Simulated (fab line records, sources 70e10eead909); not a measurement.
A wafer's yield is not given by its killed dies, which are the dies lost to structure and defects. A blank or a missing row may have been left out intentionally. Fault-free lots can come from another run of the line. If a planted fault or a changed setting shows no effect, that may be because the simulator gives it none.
What tool caused it? || flow nand_harc || 11 lots with 33 wafers sampled at 8 steps, on a route of 1159 steps

== WHAT THE GAUGES SHOWED, per wafer ==
NHARC_A_ONON_D1_THK_MEAS_30: measures by ellipsometry. Usual: thk_nm reads 1001 nm (standard deviation 7.9).
{"lot": "L909", "measured": "day 8 06:04", "on": "film_metro-01", "thk_nm (nm)": "1005 1003 1005", "flag": ""}
{"lot": "L911", "measured": "day 8 18:19", "on": "film_metro-02", "thk_nm (nm)": "1013 1012 1012", "flag": ""}
{"lot": "L915", "measured": "day 9 13:07", "on": "film_metro-02", "thk_nm (nm)": "1002 1003 1003", "flag": ""}
{"lot": "L916", "measured": "day 10 03:01", "on": "film_metro-01", "thk_nm (nm)": "999 1001 1001", "flag": ""}
{"lot": "L917", "measured": "day 10 03:01", "on": "film_metro-02", "thk_nm (nm)": "1002 1002 1002", "flag": ""}
{"lot": "L918", "measured": "day 10 03:02", "on": "film_metro-01", "thk_nm (nm)": "1009 1011 1007", "flag": ""}
{"lot": "L920", "measured": "day 11 04:17", "on": "film_metro-02", "thk_nm (nm)": "986 987 986", "flag": ""}
{"lot": "L925", "measured": "day 11 20:10", "on": "film_metro-02", "thk_nm (nm)": "1012 1013 1013", "flag": ""}
{"lot": "L924", "measured": "day 11 20:19", "on": "film_metro-01", "thk_nm (nm)": "1003 1004 1006", "flag": ""}
{"lot": "L926", "measured": "day 12 03:04", "on": "film_metro-02", "thk_nm (nm)": "998 995 997", "flag": ""}
{"lot": "L931", "measured": "day 13 21:40", "on": "film_metro-02", "thk_nm (nm)": "1008 1010 1009", "flag": ""}

NHARC_A_CHANNEL_HOLE_D1_CD_MEAS_10: the cd target is 100 nm. Usual: cd_nm reads 100.2 nm (standard deviation 0.6).
{"lot": "L909", "measured": "day 8 09:45", "on": "cd_sem-01", "cd_nm (nm)": "100.3 100.7 100.1", "flag": ""}
{"lot": "L911", "measured": "day 8 21:35", "on": "cd_sem-02", "cd_nm (nm)": "100.5 99.9 100.4", "flag": ""}
{"lot": "L915", "measured": "day 9 16:32", "on": "cd_sem-01", "cd_nm (nm)": "99.3 99.5 99.3", "flag": ""}
{"lot": "L916", "measured": "day 10 06:24", "on": "cd_sem-03", "cd_nm (nm)": "100.2 99.9 100.2", "flag": ""}
{"lot": "L917", "measured": "day 10 07:41", "on": "cd_sem-02", "cd_nm (nm)": "101.2 100.6 100.5", "flag": ""}
{"lot": "L918", "measured": "day 10 07:52", "on": "cd_sem-02", "cd_nm (nm)": "100.1 99.8 100.1", "flag": ""}
{"lot": "L920", "measured": "day 11 09:01", "on": "cd_sem-03", "cd_nm (nm)": "99.8 100.1 99.0", "flag": ""}
{"lot": "L925", "measured": "day 12 00:18", "on": "cd_sem-03", "cd_nm (nm)": "105.8 106.2 106.1", "flag": "OFF"}
{"lot": "L924", "measured": "day 12 00:37", "on": "cd_sem-01", "cd_nm (nm)": "107.0 106.7 106.7", "flag": "OFF"}
{"lot": "L926", "measured": "day 12 06:20", "on": "cd_sem-02", "cd_nm (nm)": "100.7 101.3 100.4", "flag": ""}
{"lot": "L931", "measured": "day 14 01:44", "on": "cd_sem-01", "cd_nm (nm)": "101.1 100.5 100.9", "flag": ""}

NHARC_A_CHANNEL_HOLE_D1_CD_MEAS_30. Usual: cd_nm reads 90.3 nm (standard deviation 1.5).
{"lot": "L909", "measured": "day 8 16:40", "on": "cd_sem-03", "cd_nm (nm)": "89.9 92.6 92.3", "flag": ""}
{"lot": "L911", "measured": "day 9 04:28", "on": "cd_sem-02", "cd_nm (nm)": "88.1 89.8 90.1", "flag": ""}
{"lot": "L915", "measured": "day 9 23:26", "on": "cd_sem-02", "cd_nm (nm)": "89.2 88.4 89.0", "flag": ""}
{"lot": "L916", "measured": "day 10 13:17", "on": "cd_sem-02", "cd_nm (nm)": "90.8 91.4 89.2", "flag": ""}
{"lot": "L917", "measured": "day 10 15:13", "on": "cd_sem-01", "cd_nm (nm)": "89.9 90.4 91.2", "flag": ""}
{"lot": "L918", "measured": "day 10 17:28", "on": "cd_sem-01", "cd_nm (nm)": "91.0 89.7 90.5", "flag": ""}
{"lot": "L920", "measured": "day 11 19:14", "on": "cd_sem-03", "cd_nm (nm)": "89.1 89.4 89.9", "flag": ""}
{"lot": "L925", "measured": "day 12 07:10", "on": "cd_sem-03", "cd_nm (nm)": "94.8 96.5 96.0", "flag": "OFF"}
{"lot": "L924", "measured": "day 12 10:21", "on": "cd_sem-01", "cd_nm (nm)": "95.6 95.9 96.7", "flag": "OFF"}
{"lot": "L926", "measured": "day 12 13:25", "on": "cd_sem-02", "cd_nm (nm)": "93.1 90.0 92.6", "flag": ""}
{"lot": "L931", "measured": "day 14 08:38", "on": "cd_sem-03", "cd_nm (nm)": "90.4 91.3 90.0", "flag": ""}

NHARC_END_SORT_01. Usual: killed_at_array 28, standard deviation 11; killed_at_other 0.6, standard deviation 0.85; killed_at_periphery 2.8, standard deviation 2.3; killed_dies 31, standard deviation 11; killed_open 3.1, standard deviation 1.6; killed_short 2.0, standard deviation 1.4.
{"lot": "L911", "measured": "day 20 01:08", "on": "prober-02", "killed_at_array": "11 15 14", "killed_at_other": "2 1 1", "killed_at_periphery": "2 2 0", "killed_dies": "15 18 15", "killed_open": "2 3 0", "killed_short": "1 1 1", "flag": ""}
{"lot": "L925", "measured": "day 23 16:36", "on": "prober-01", "killed_at_array": "28 38 20", "killed_at_other": "2 0 1", "killed_at_periphery": "6 4 7", "killed_dies": "36 42 28", "killed_open": "2 4 3", "killed_short": "2 2 3", "flag": ""}
{"lot": "L924", "measured": "day 23 16:34", "on": "prober-02", "killed_at_array": "24 30", "killed_at_other": "1 0", "killed_at_periphery": "1 3", "killed_dies": "26 33", "killed_open": "6 4", "killed_short": "2 1", "flag": ""}
{"lot": "L926", "measured": "day 24 01:08", "on": "prober-02", "killed_at_array": "12 13 11", "killed_at_other": "0 0 0", "killed_at_periphery": "5 4 6", "killed_dies": "17 17 17", "killed_open": "3 4 7", "killed_short": "2 3 1", "flag": ""}

== WHAT TOOL EACH LOT RAN ON (gives the tool, then ch and the chambers of the sampled wafers, and finally the start) ==
{"lot": "L909", "NHARC_A_CHANNEL_HOLE_D1_PEB_08": "litho_track-04 ch 0, day 8 09:40", "NHARC_A_CHANNEL_HOLE_D1_ETCH_22": "har_etch-01 ch 0,1, day 8 11:59", "NHARC_A_CHANNEL_HOLE_D1_ETCH_23": "har_etch-01 ch 0,1, day 8 12:34", "NHARC_A_CHANNEL_HOLE_D1_XSEM_31": "xsem-01 ch 0, day 8 16:46"}
{"lot": "L911", "NHARC_A_CHANNEL_HOLE_D1_PEB_08": "litho_track-06 ch 0, day 8 21:30", "NHARC_A_CHANNEL_HOLE_D1_ETCH_22": "har_etch-02 ch 0,1, day 9 00:01", "NHARC_A_CHANNEL_HOLE_D1_ETCH_23": "har_etch-02 ch 0,1, day 9 00:37", "NHARC_A_CHANNEL_HOLE_D1_XSEM_31": "xsem-02 ch 0, day 9 04:33"}
{"lot": "L915", "NHARC_A_CHANNEL_HOLE_D1_PEB_08": "litho_track-01 ch 0, day 9 16:26", "NHARC_A_CHANNEL_HOLE_D1_ETCH_22": "har_etch-02 ch 0,1, day 9 18:58", "NHARC_A_CHANNEL_HOLE_D1_ETCH_23": "har_etch-02 ch 0,1, day 9 19:34", "NHARC_A_CHANNEL_HOLE_D1_XSEM_31": "xsem-02 ch 0, day 9 23:32"}
{"lot": "L916", "NHARC_A_CHANNEL_HOLE_D1_PEB_08": "litho_track-06 ch 0, day 10 06:19", "NHARC_A_CHANNEL_HOLE_D1_ETCH_22": "har_etch-02 ch 0,1, day 10 08:49", "NHARC_A_CHANNEL_HOLE_D1_ETCH_23": "har_etch-02 ch 0,1, day 10 09:25", "NHARC_A_CHANNEL_HOLE_D1_XSEM_31": "xsem-01 ch 0, day 10 13:23"}
{"lot": "L917", "NHARC_A_CHANNEL_HOLE_D1_PEB_08": "litho_track-04 ch 0, day 10 07:37", "NHARC_A_CHANNEL_HOLE_D1_ETCH_22": "har_etch-01 ch 0,1, day 10 10:07", "NHARC_A_CHANNEL_HOLE_D1_ETCH_23": "har_etch-01 ch 0,1, day 10 10:40", "NHARC_A_CHANNEL_HOLE_D1_XSEM_31": "xsem-02 ch 0, day 10 15:19"}
{"lot": "L918", "NHARC_A_CHANNEL_HOLE_D1_PEB_08": "litho_track-01 ch 0, day 10 07:47", "NHARC_A_CHANNEL_HOLE_D1_ETCH_22": "har_etch-02 ch 0,1, day 10 12:47", "NHARC_A_CHANNEL_HOLE_D1_ETCH_23": "har_etch-02 ch 0,1, day 10 13:22", "NHARC_A_CHANNEL_HOLE_D1_XSEM_31": "xsem-01 ch 0, day 10 17:32"}
{"lot": "L920", "NHARC_A_CHANNEL_HOLE_D1_PEB_08": "litho_track-01 ch 0, day 11 08:56", "NHARC_A_CHANNEL_HOLE_D1_ETCH_22": "har_etch-02 ch 0,1, day 11 14:40", "NHARC_A_CHANNEL_HOLE_D1_ETCH_23": "har_etch-02 ch 0,1, day 11 15:15", "NHARC_A_CHANNEL_HOLE_D1_XSEM_31": "xsem-02 ch 0, day 11 19:20"}
{"lot": "L925", "NHARC_A_CHANNEL_HOLE_D1_PEB_08": "litho_track-01 ch 0, day 12 00:13", "NHARC_A_CHANNEL_HOLE_D1_ETCH_22": "har_etch-02 ch 0,1, day 12 02:31", "NHARC_A_CHANNEL_HOLE_D1_ETCH_23": "har_etch-02 ch 0,1, day 12 03:05", "NHARC_A_CHANNEL_HOLE_D1_XSEM_31": "xsem-01 ch 0, day 12 07:16"}
{"lot": "L924", "NHARC_A_CHANNEL_HOLE_D1_PEB_08": "litho_track-01 ch 0, day 12 00:32", "NHARC_A_CHANNEL_HOLE_D1_ETCH_22": "har_etch-01 ch 0,1, day 12 05:43", "NHARC_A_CHANNEL_HOLE_D1_ETCH_23": "har_etch-01 ch 0,1, day 12 06:17", "NHARC_A_CHANNEL_HOLE_D1_XSEM_31": "xsem-02 ch 0, day 12 10:27"}
{"lot": "L926", "NHARC_A_CHANNEL_HOLE_D1_PEB_08": "litho_track-04 ch 0, day 12 06:15", "NHARC_A_CHANNEL_HOLE_D1_ETCH_22": "har_etch-02 ch 0,1, day 12 08:47", "NHARC_A_CHANNEL_HOLE_D1_ETCH_23": "har_etch-02 ch 0,1, day 12 09:24", "NHARC_A_CHANNEL_HOLE_D1_XSEM_31": "xsem-01 ch 0, day 12 13:31"}
{"lot": "L931", "NHARC_A_CHANNEL_HOLE_D1_PEB_08": "litho_track-06 ch 0, day 14 01:39", "NHARC_A_CHANNEL_HOLE_D1_ETCH_22": "har_etch-02 ch 0,1, day 14 03:59", "NHARC_A_CHANNEL_HOLE_D1_ETCH_23": "har_etch-02 ch 0,1, day 14 04:34", "NHARC_A_CHANNEL_HOLE_D1_XSEM_31": "xsem-02 ch 0, day 14 08:44"}
- NHARC_A_CHANNEL_HOLE_D1_PEB_08: peb time 65 s.
- NHARC_A_CHANNEL_HOLE_D1_ETCH_22: etches the open film in C4F8/O2/Ar, time 666.7 s, target depth 1600 nm.
- NHARC_A_CHANNEL_HOLE_D1_ETCH_23: etches the open film in C4F8/O2/Ar, time 819 s, target depth 1600 nm.
- NHARC_A_CHANNEL_HOLE_D1_XSEM_31

== WHAT THE TOOLS THEMSELVES READ (means of the sampled wafers that have a number; where no wafer has one, the mark that the record gives instead) ==
NHARC_A_CHANNEL_HOLE_D1_ETCH_22. Usual: drypump_motor_current_A 5.86 A, standard deviation 0.22; showerhead_plenum_p_Torr 3.64 Torr, standard deviation 0.058; throttle_valve_pct 32.155 %, standard deviation 0.009.
{"lot": "L909", "tool": "har_etch-01", "drypump_motor_current_A (A)": 5.72, "showerhead_plenum_p_Torr (Torr)": 3.67, "throttle_valve_pct (%)": 32.145, "flag": ""}
{"lot": "L911", "tool": "har_etch-02", "drypump_motor_current_A (A)": 6.09, "showerhead_plenum_p_Torr (Torr)": 3.63, "throttle_valve_pct (%)": 32.153, "flag": ""}
{"lot": "L915", "tool": "har_etch-02", "drypump_motor_current_A (A)": 5.96, "showerhead_plenum_p_Torr (Torr)": 3.60, "throttle_valve_pct (%)": 32.150, "flag": ""}
{"lot": "L916", "tool": "har_etch-02", "drypump_motor_current_A (A)": 6.08, "showerhead_plenum_p_Torr (Torr)": 3.62, "throttle_valve_pct (%)": 32.163, "flag": ""}
{"lot": "L917", "tool": "har_etch-01", "drypump_motor_current_A (A)": 5.70, "showerhead_plenum_p_Torr (Torr)": 3.69, "throttle_valve_pct (%)": 32.153, "flag": ""}
{"lot": "L918", "tool": "har_etch-02", "drypump_motor_current_A (A)": 5.94, "showerhead_plenum_p_Torr (Torr)": 3.60, "throttle_valve_pct (%)": 32.152, "flag": ""}
{"lot": "L920", "tool": "har_etch-02", "drypump_motor_current_A (A)": 5.95, "showerhead_plenum_p_Torr (Torr)": 3.59, "throttle_valve_pct (%)": 32.159, "flag": ""}
{"lot": "L925", "tool": "har_etch-02", "drypump_motor_current_A (A)": 6.08, "showerhead_plenum_p_Torr (Torr)": 3.61, "throttle_valve_pct (%)": 32.161, "flag": ""}
{"lot": "L924", "tool": "har_etch-01", "drypump_motor_current_A (A)": 5.71, "showerhead_plenum_p_Torr (Torr)": 3.64, "throttle_valve_pct (%)": 32.153, "flag": ""}
{"lot": "L926", "tool": "har_etch-02", "drypump_motor_current_A (A)": 6.08, "showerhead_plenum_p_Torr (Torr)": 3.61, "throttle_valve_pct (%)": 32.152, "flag": ""}
{"lot": "L931", "tool": "har_etch-02", "drypump_motor_current_A (A)": 6.09, "showerhead_plenum_p_Torr (Torr)": 3.60, "throttle_valve_pct (%)": 32.158, "flag": ""}

NHARC_A_CHANNEL_HOLE_D1_ETCH_23. Usual: drypump_motor_current_A 5.86 A, standard deviation 0.22; showerhead_plenum_p_Torr 3.64 Torr, standard deviation 0.058; throttle_valve_pct 32.155 %, standard deviation 0.0093.
{"lot": "L909", "tool": "har_etch-01", "drypump_motor_current_A (A)": 5.70, "showerhead_plenum_p_Torr (Torr)": 3.67, "throttle_valve_pct (%)": 32.151, "flag": ""}
{"lot": "L911", "tool": "har_etch-02", "drypump_motor_current_A (A)": 6.08, "showerhead_plenum_p_Torr (Torr)": 3.63, "throttle_valve_pct (%)": 32.143, "flag": ""}
{"lot": "L915", "tool": "har_etch-02", "drypump_motor_current_A (A)": 5.93, "showerhead_plenum_p_Torr (Torr)": 3.60, "throttle_valve_pct (%)": 32.153, "flag": ""}
{"lot": "L916", "tool": "har_etch-02", "drypump_motor_current_A (A)": 6.08, "showerhead_plenum_p_Torr (Torr)": 3.62, "throttle_valve_pct (%)": 32.162, "flag": ""}
{"lot": "L917", "tool": "har_etch-01", "drypump_motor_current_A (A)": 5.69, "showerhead_plenum_p_Torr (Torr)": 3.69, "throttle_valve_pct (%)": 32.147, "flag": ""}
{"lot": "L918", "tool": "har_etch-02", "drypump_motor_current_A (A)": 5.95, "showerhead_plenum_p_Torr (Torr)": 3.60, "throttle_valve_pct (%)": 32.156, "flag": ""}
{"lot": "L920", "tool": "har_etch-02", "drypump_motor_current_A (A)": 5.95, "showerhead_plenum_p_Torr (Torr)": 3.59, "throttle_valve_pct (%)": 32.152, "flag": ""}
{"lot": "L925", "tool": "har_etch-02", "drypump_motor_current_A (A)": 6.08, "showerhead_plenum_p_Torr (Torr)": 3.61, "throttle_valve_pct (%)": 32.150, "flag": ""}
{"lot": "L924", "tool": "har_etch-01", "drypump_motor_current_A (A)": 5.72, "showerhead_plenum_p_Torr (Torr)": 3.64, "throttle_valve_pct (%)": 32.163, "flag": ""}
{"lot": "L926", "tool": "har_etch-02", "drypump_motor_current_A (A)": 6.07, "showerhead_plenum_p_Torr (Torr)": 3.61, "throttle_valve_pct (%)": 32.162, "flag": ""}
{"lot": "L931", "tool": "har_etch-02", "drypump_motor_current_A (A)": 6.08, "showerhead_plenum_p_Torr (Torr)": 3.60, "throttle_valve_pct (%)": 32.156, "flag": ""}

NHARC_A_CHANNEL_HOLE_D1_XSEM_31. Usual: bot_cd_nm 74.9 nm, standard deviation 1.5; bow_nm 8.7 nm, standard deviation 0.32; tilt_deg 0.07 degrees, standard deviation 0.032.
{"lot": "L909", "tool": "xsem-01", "bot_cd_nm (nm)": 76.1, "bow_nm (nm)": 8.6, "tilt_deg (degrees)": 0.02, "flag": ""}
{"lot": "L911", "tool": "xsem-02", "bot_cd_nm (nm)": 74.9, "bow_nm (nm)": 9.5, "tilt_deg (degrees)": 0.09, "flag": ""}
{"lot": "L915", "tool": "xsem-02", "bot_cd_nm (nm)": 74.1, "bow_nm (nm)": 8.9, "tilt_deg (degrees)": 0.05, "flag": ""}
{"lot": "L916", "tool": "xsem-01", "bot_cd_nm (nm)": 75.3, "bow_nm (nm)": 8.9, "tilt_deg (degrees)": 0.09, "flag": ""}
{"lot": "L917", "tool": "xsem-02", "bot_cd_nm (nm)": 74.6, "bow_nm (nm)": 8.7, "tilt_deg (degrees)": 0.04, "flag": ""}
{"lot": "L918", "tool": "xsem-01", "bot_cd_nm (nm)": 75.2, "bow_nm (nm)": 8.6, "tilt_deg (degrees)": 0.07, "flag": ""}
{"lot": "L920", "tool": "xsem-02", "bot_cd_nm (nm)": 74.6, "bow_nm (nm)": 8.9, "tilt_deg (degrees)": 0.07, "flag": ""}
{"lot": "L925", "tool": "xsem-01", "bot_cd_nm (nm)": 80.1, "bow_nm (nm)": 8.2, "tilt_deg (degrees)": 0.08, "flag": "OFF"}
{"lot": "L924", "tool": "xsem-02", "bot_cd_nm (nm)": 79.8, "bow_nm (nm)": 8.6, "tilt_deg (degrees)": 0.05, "flag": "OFF"}
{"lot": "L926", "tool": "xsem-01", "bot_cd_nm (nm)": 76.5, "bow_nm (nm)": 9.2, "tilt_deg (degrees)": 0.13, "flag": ""}
{"lot": "L931", "tool": "xsem-02", "bot_cd_nm (nm)": 75.7, "bow_nm (nm)": 8.7, "tilt_deg (degrees)": 0.07, "flag": ""}

== THE ANSWER, worked out from the rows above alone ==
Rule: a lot counts as off when the mean over its wafers that have a number is more than 3 standard deviations away from the usual mean. Also off: a lot with no number at a reading for which 4 or more lots have one. The other lots that the step has rows for count as sound. First the gauges in route order, then the tools' own readings, where a lot's mean is used as printed above. At the first step where some lot is off, the reading lying furthest off is the one used; lots without a number count as furthest.
Off: L925, L924, at NHARC_A_CHANNEL_HOLE_D1_CD_MEAS_10 (cd_nm).
A tool fits if, at a process step before that reading, it ran every lot that is off, and no sound lot after the first of them. Not tried: the gauges at NHARC_A_CHANNEL_HOLE_D1_CD_MEAS_10; whatever is off there is also off at NHARC_A_CHANNEL_HOLE_D1_XSEM_31, on other tools, and gauge error can't account for it. One fits: litho_track-01 at NHARC_A_CHANNEL_HOLE_D1_PEB_08. Its last sound lot is L920 (day 11 08:56), its first lot that is off L925 (day 12 00:13): a fault that began between those two fits.

== WHAT HAD BEEN PUT IN BY THE SIMULATOR ==
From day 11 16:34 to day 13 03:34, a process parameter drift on litho_track-01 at NHARC_A_CHANNEL_HOLE_D1_PEB_08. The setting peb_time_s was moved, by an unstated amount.
Shown lots that were struck: L925, L924. Same finding as the rule above.
